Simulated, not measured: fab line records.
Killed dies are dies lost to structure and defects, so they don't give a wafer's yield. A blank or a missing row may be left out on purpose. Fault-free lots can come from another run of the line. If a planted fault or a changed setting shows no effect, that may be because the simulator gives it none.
fab line records | flow n5_finfet
[record] lots = 7 | wafers = 21 | last_day = 20
route steps=1938 shown MIM_BOT@1833 MIM_TOP@1834 MIM_TOP_LITHO@1839
lots that met no fault: taken from a fault-free run of the same line
start_h: hours from the record's first day to the start of the lot's first wafer shown | wait_h: time in hours since the lot's previous step | " same as the row above | L1.1+2: several wafers, shown together as one row | - value missing, or start not given | * or withheld: withheld | < > ~ a bound
route shown NAME@n: names a module that has steps shown in the file, with the first one's number in the route | usual: the fault-free wafers' mean and standard deviation | same: alike in all rows | chamber/n: place in a boat | sites: per-site readings | _std_site: standard deviation of those values | _edge_site: outer sites' mean less inner sites' | radius_mm: how far each site lies from the wafer's centre | mask NAME#n: copy n | behind: tool/chamber where the wafer was last shaped | hold: reason for holding the lot/hours on hold/outcome of the hold | device: transistor that didn't switch, given as n, p or np | end of line: at the end of the route, the tests of the same wafers | a step with no rows: only its recipe | killed: count of dies lost to structure and defects at first sort (not the wafer's yield) | map: the dies of a wafer, with x for killed, . for not killed, _ for no die there
set.NAME: the setting as run; set.NAME@STEP: as run at that earlier step | model.NAME: the simulator's own value behind a step, which no gauge read
a table for each step, a row for each wafer; lots at some steps of the route
services: when a tool's chamber went out of use (start_h, in hours from the record's first day, below 0 if earlier), for how many hours, and the reason
[[steps]]
[step N5_MIM_BOT_SPUTTER_00]
[recipe] material = TiN | target_thk_a = 350 | temp_c = 200 | power_w = 3000 | chamber_pressure_pa = 0.49996 | gas = Ar | reactive_partial_pa = 0.37997 | time_s = 89.7
[usual] cathode_dc_power_W = 3000.0/0.55 | susceptor_temp_C = 199.99/0.16 | throttle_valve_pct = 29.8/0.89
lot.wafer | tool           | chamber | start_h | wait_h | cathode_dc_power_W | susceptor_temp_C | throttle_valve_pct
L100.1    | pvd_sputter-01 | -       | 346.58  | 0.0    | 3000.3             | 200.05           | 28.9
L100.4    | "              | -       | "       | "      | 3000.2             | 200.16           | 29.6
L100.5    | "              | -       | "       | "      | 2999.5             | 200.15           | 28.7
L102.1    | pvd_sputter-03 | -       | 356.73  | 0.0    | 3000.6             | 199.83           | 30.3
L102.2    | "              | -       | "       | "      | 2999.6             | 200.02           | 30.3
L102.3    | "              | -       | "       | "      | 2999.8             | 200.24           | 28.5
L104.1    | pvd_sputter-01 | -       | 375.19  | 0.0    | 3001.1             | 200.15           | 29.0
L104.3    | "              | -       | "       | "      | 2999.8             | 200.01           | 28.7
L104.4    | "              | -       | "       | "      | 3000.1             | 199.77           | 31.2
L107.1    | pvd_sputter-01 | -       | 379.63  | 0.0    | 3000.3             | 199.72           | 28.6
L107.4    | "              | -       | "       | "      | 2999.1             | 199.95           | 28.8
L107.5    | "              | -       | "       | "      | 3000.3             | 200.01           | 28.9
L113.2    | pvd_sputter-03 | -       | 430.96  | 0.0    | 2999.8             | 200.09           | 30.1
L113.3    | "              | -       | "       | "      | 3000.8             | 199.88           | 28.6
L113.6    | "              | -       | "       | "      | 2999.8             | 199.90           | 29.9
L109.1    | pvd_sputter-01 | -       | 443.33  | 0.0    | 3000.4             | 200.22           | 29.4
L109.2    | "              | -       | "       | "      | 3000.1             | 200.48           | 29.0
L109.6    | "              | -       | "       | "      | 3000.6             | 200.00           | 30.9
L119.1    | pvd_sputter-02 | -       | 473.31  | 0.0    | 2999.7             | 200.15           | 30.8
L119.2    | "              | -       | "       | "      | 2999.6             | 200.00           | 29.4
L119.6    | "              | -       | "       | "      | 3000.3             | 199.87           | 30.7
[step N5_MIM_TOP_ALD_00]
[recipe] material = Al2O3 | target_thk_a = * | temp_c = withheld | ald_precursor_family = TMA | ald_co_reactant = O3 | pulse_time_s = withheld | purge_time_s = 3 | co_reactant_purge_time_s = withheld | co_reactant_pulse_time_s = 3 | ald_cycles = withheld
[step N5_MIM_TOP_ALD_01]
[recipe] material = HfO2 | target_thk_a = 56 | temp_c = withheld | ald_precursor_family = Hf-amide | ald_co_reactant = O3 | pulse_time_s = 1 | purge_time_s = 3 | co_reactant_purge_time_s = 2 | co_reactant_pulse_time_s = 3 | ald_cycles = 62
[usual] precursor_pulse_height_rel = 1.002/0.02
lot.wafer | tool      | chamber | start_h | wait_h | precursor_pulse_height_rel
L100.1    | ald_hk-03 | 2       | -       | -      | 1.010
L100.4    | "         | 3       | "       | "      | 1.015
L100.5    | "         | 3       | "       | "      | 1.018
L102.1    | ald_hk-02 | 3       | -       | -      | 1.008
L102.2    | "         | 2       | "       | "      | 0.957
L102.3    | "         | 0       | "       | "      | 0.994
L104.1    | ald_hk-02 | 3       | -       | -      | 1.012
L104.3    | "         | 1       | "       | "      | 1.009
L104.4    | "         | 2       | "       | "      | 1.014
L107.1    | ald_hk-01 | 3       | -       | -      | 1.011
L107.4    | "         | 1       | "       | "      | 0.997
L107.5    | "         | 0       | "       | "      | 0.989
L113.2    | ald_hk-01 | 1       | -       | -      | 1.009
L113.3    | "         | 3       | "       | "      | 1.016
L113.6    | "         | 0       | "       | "      | 0.994
L109.1    | ald_hk-01 | 2       | -       | -      | 1.020
L109.2    | "         | 3       | "       | "      | 0.984
L109.6    | "         | 2       | "       | "      | 1.000
L119.1    | ald_hk-02 | 3       | -       | -      | 0.997
L119.2    | "         | 1       | "       | "      | 1.009
L119.6    | "         | 3       | "       | "      | 0.977
[step N5_MIM_TOP_ALD_02]
[recipe] material = Al2O3 | target_thk_a = * | temp_c = withheld | ald_precursor_family = TMA | ald_co_reactant = O3 | pulse_time_s = withheld | purge_time_s = 3 | co_reactant_purge_time_s = withheld | co_reactant_pulse_time_s = 3 | ald_cycles = withheld
[usual] precursor_pulse_height_rel = 0.998/0.022
lot.wafer | tool      | chamber | start_h | wait_h | precursor_pulse_height_rel
L100.1    | ald_hk-03 | 2       | -       | -      | 0.985
L100.4    | "         | 3       | "       | "      | 0.988
L100.5    | "         | 3       | "       | "      | 0.978
L102.1    | ald_hk-02 | 3       | -       | -      | 1.033
L102.2    | "         | 2       | "       | "      | 1.017
L102.3    | "         | 0       | "       | "      | 0.975
L104.1    | ald_hk-02 | 3       | -       | -      | 0.973
L104.3    | "         | 1       | "       | "      | 1.005
L104.4    | "         | 2       | "       | "      | 1.011
L107.1    | ald_hk-01 | 3       | -       | -      | 1.006
L107.4    | "         | 1       | "       | "      | 0.979
L107.5    | "         | 0       | "       | "      | 1.001
L113.2    | ald_hk-01 | 1       | -       | -      | 0.997
L113.3    | "         | 3       | "       | "      | 1.016
L113.6    | "         | 0       | "       | "      | 0.988
L109.1    | ald_hk-01 | 2       | -       | -      | 1.005
L109.2    | "         | 3       | "       | "      | 0.979
L109.6    | "         | 2       | "       | "      | 1.015
L119.1    | ald_hk-02 | 3       | -       | -      | 1.070
L119.2    | "         | 1       | "       | "      | 1.017
L119.6    | "         | 3       | "       | "      | 1.003
[step N5_MIM_TOP_DEGAS_04]
[recipe] ambient = vacuum | temp_c = 300 | time_s = 60
[usual] heater_power_w = 475/40 | susceptor_temp_C = 300.02/0.2
lot.wafer | tool           | chamber | start_h | wait_h | heater_power_w | susceptor_temp_C
L100.1    | pvd_sputter-01 | -       | 347.94  | -      | 463            | 299.89
L100.4    | "              | -       | "       | "      | 436            | 299.79
L100.5    | "              | -       | "       | "      | 481            | 299.58
L102.1    | pvd_sputter-01 | -       | 357.65  | -      | 470            | 300.01
L102.2    | "              | -       | "       | "      | 492            | 300.33
L102.3    | "              | -       | "       | "      | 453            | 299.91
L104.1    | pvd_sputter-01 | -       | 375.99  | -      | 483            | 300.36
L104.3    | "              | -       | "       | "      | 458            | 300.11
L104.4    | "              | -       | "       | "      | 464            | 300.33
L107.1    | pvd_sputter-02 | -       | 380.26  | -      | 500            | 299.96
L107.4    | "              | -       | "       | "      | 516            | 300.05
L107.5    | "              | -       | "       | "      | 512            | 299.99
L113.2    | pvd_sputter-01 | -       | 433.45  | -      | 438            | 300.04
L113.3    | "              | -       | "       | "      | 486            | 300.15
L113.6    | "              | -       | "       | "      | 452            | 299.76
L109.1    | pvd_sputter-02 | -       | 444.51  | -      | 443            | 299.99
L109.2    | "              | -       | "       | "      | 484            | 300.00
L109.6    | "              | -       | "       | "      | 440            | 300.24
L119.1    | pvd_sputter-03 | -       | 474.31  | -      | 493            | 300.15
L119.2    | "              | -       | "       | "      | 420            | 299.76
L119.6    | "              | -       | "       | "      | 483            | 299.43
[step N5_MIM_TOP_SPUTTER_03]
[recipe] material = TiN | target_thk_a = 350 | temp_c = 200 | power_w = 3000 | chamber_pressure_pa = 0.49996 | gas = Ar | reactive_partial_pa = 0.37997 | time_s = 89.7
[usual] cathode_dc_power_W = 2999.9/0.53 | susceptor_temp_C = 200.02/0.15 | throttle_valve_pct = 29.7/0.85
lot.wafer | tool           | chamber | start_h | wait_h | cathode_dc_power_W | susceptor_temp_C | throttle_valve_pct
L100.1    | pvd_sputter-01 | -       | 347.98  | 0.0    | 2999.3             | 199.97           | 29.5
L100.4    | "              | -       | "       | "      | 3000.8             | 200.10           | 28.6
L100.5    | "              | -       | "       | "      | 2999.5             | 200.28           | 31.1
L102.1    | pvd_sputter-01 | -       | 357.69  | 0.0    | 2999.8             | 199.98           | 29.0
L102.2    | "              | -       | "       | "      | 3000.7             | 200.16           | 31.1
L102.3    | "              | -       | "       | "      | 3000.0             | 199.94           | 29.7
L104.1    | pvd_sputter-01 | -       | 376.03  | 0.0    | 2999.1             | 199.83           | 31.4
L104.3    | "              | -       | "       | "      | 2999.3             | 199.93           | 29.6
L104.4    | "              | -       | "       | "      | 3000.0             | 199.83           | 28.7
L107.1    | pvd_sputter-02 | -       | 380.30  | 0.0    | 2999.4             | 200.21           | 30.8
L107.4    | "              | -       | "       | "      | 2999.9             | 200.02           | 29.0
L107.5    | "              | -       | "       | "      | 3000.0             | 200.10           | 30.7
L113.2    | pvd_sputter-01 | -       | 433.49  | 0.0    | 2999.5             | 200.02           | 28.7
L113.3    | "              | -       | "       | "      | 2999.9             | 200.00           | 31.1
L113.6    | "              | -       | "       | "      | 2999.5             | 199.83           | 29.5
L109.1    | pvd_sputter-02 | -       | 444.55  | 0.0    | 3001.1             | 199.95           | 29.2
L109.2    | "              | -       | "       | "      | 3000.2             | 199.68           | 30.5
L109.6    | "              | -       | "       | "      | 3000.1             | 199.91           | 29.4
L119.1    | pvd_sputter-03 | -       | 474.35  | 0.0    | 2999.9             | 200.21           | 28.7
L119.2    | "              | -       | "       | "      | 3000.0             | 199.91           | 29.7
L119.6    | "              | -       | "       | "      | 3000.1             | 200.05           | 30.4
[step N5_MIM_TOP_LITHO_HMDS_01]
[recipe] time_s = 60 | temp_c = 120
[step N5_MIM_TOP_LITHO_COAT_02]
[recipe] spin_rpm = * | resist_thk_nm = *
[step N5_MIM_TOP_LITHO_EBR_04]
[recipe] solvent = PGMEA | ebr_width_mm = 1.5
[step N5_MIM_TOP_LITHO_SOFTBAKE_03]
[recipe] temp_c = 100 | time_s = 90
[step N5_MIM_TOP_LITHO_EXPOSE_05]
[recipe] mask_id = MIM_TOP | na = 0.55 | source_shape = conventional | sigma_outer = 0.8 | polarization = unpolarized | target_cd_nm = 2000 | dose_mj = 20.5
[step N5_MIM_TOP_LITHO_PEB_06]
[recipe] peb_temp_c = withheld | peb_time_s = *
[step N5_MIM_TOP_LITHO_DEVELOP_07]
[recipe] develop_time_s = 60 | rinse_liquid = diw | dry = air_spin | dev_temp_c = 21
[usual] chill_plate_temp_C = 23.02/0.094 | develop_time_s = 60/0
lot.wafer | tool           | chamber | start_h | wait_h | chill_plate_temp_C | develop_time_s | model.coat_of_MIM_TOP_LITHO_COAT_02.thk_nm
L100.1    | litho_track-03 | 0       | 348.38  | -      | 22.87              | 60             | *
L100.4    | "              | 0       | "       | "      | 22.87              | 60             | *
L100.5    | "              | 0       | "       | "      | 22.94              | 60             | *
L102.1    | litho_track-03 | -       | 357.97  | -      | -                  | -              | *
L102.2    | "              | -       | "       | "      | -                  | -              | *
L102.3    | "              | -       | "       | "      | -                  | -              | *
L104.1    | litho_track-05 | -       | 376.43  | -      | -                  | -              | *
L104.3    | "              | -       | "       | "      | -                  | -              | *
L104.4    | "              | -       | "       | "      | -                  | -              | *
L107.1    | litho_track-02 | -       | 380.70  | -      | -                  | -              | *
L107.4    | "              | -       | "       | "      | -                  | -              | *
L107.5    | "              | -       | "       | "      | -                  | -              | *
L113.2    | litho_track-05 | 0       | 433.89  | -      | 22.93              | 60             | *
L113.3    | "              | 0       | "       | "      | 22.83              | 60             | *
L113.6    | "              | 0       | "       | "      | 23.21              | 60             | *
L109.1    | litho_track-02 | 0       | 444.99  | -      | 23.11              | 60             | *
L109.2    | "              | 0       | "       | "      | 23.18              | 60             | *
L109.6    | "              | 0       | "       | "      | 23.24              | 60             | *
L119.1    | litho_track-05 | 0       | 474.63  | -      | 22.97              | 60             | *
L119.2    | "              | 0       | "       | "      | 23.21              | 60             | *
L119.6    | "              | 0       | "       | "      | 23.04              | 60             | *
[step N5_MIM_TOP_LITHO_HARDBAKE_09]
[recipe] temp_c = 130 | time_s = 120
[[services]]
tool           | chamber | start_h | hours | kind
pvd_sputter-02 | -       | 325.03  | 0.5   | repair
ald_hk-02      | -       | 335.15  | 0.5   | repair
ald_hk-02      | -       | 342.76  | 2.8   | pm
pvd_sputter-02 | -       | 345.96  | 8.9   | repair
ald_hk-01      | -       | 361.74  | 14.6  | pm
pvd_sputter-03 | -       | 388.30  | 6.5   | repair
litho_track-05 | -       | 407.04  | -     | consumable_replace:filter
pvd_sputter-03 | -       | 424.16  | 2.9   | repair
ald_hk-02      | -       | 433.44  | 0.3   | repair
ald_hk-01      | -       | 439.98  | 0.7   | repair
ald_hk-02      | -       | 441.11  | 0.6   | repair
pvd_sputter-03 | -       | 442.26  | 2.5   | repair
pvd_sputter-01 | -       | 444.36  | 2.9   | repair
ald_hk-03      | -       | 462.34  | 14.6  | pm
[[key]]
[first_sign] step = N5_MIM_TOP_LITHO_DEVELOP_07 | reading = tool_record | direction = missing
effect none on later readings
[model_effect] step = N5_MIM_TOP_LITHO_DEVELOP_07 | value = coat_of_MIM_TOP_LITHO_COAT_02.thk_nm | without = * | struck = *
met_at N5_MIM_TOP_LITHO_DEVELOP_07
struck_wafers L102.1,L102.2,L102.3,L104.1,L104.3,L104.4,L107.1,L107.4,L107.5
later_rows_left_out L102.1,L102.2,L102.3,L104.1,L104.3,L104.4,L107.1,L107.4,L107.5
sort_left_out L102.1,L102.2,L102.3,L104.1,L104.3,L104.4,L107.1,L107.4,L107.5
onset_between 348.38 357.97
[fault] kind = skipped_step_whole | tool = litho_track-02,litho_track-03,litho_track-05 | chamber = - | onset_h = 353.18 | steps = N5_MIM_TOP_LITHO_DEVELOP_07 | scope = struck_lots_only
// sort_left_out: the simulated sort isn't trusted on such a fault, so these wafers' sort isn't shown, and their yield isn't known
// later_rows_left_out: the simulator's readings of these wafers behind a module that went badly wrong aren't trusted and aren't shown, but for the sort
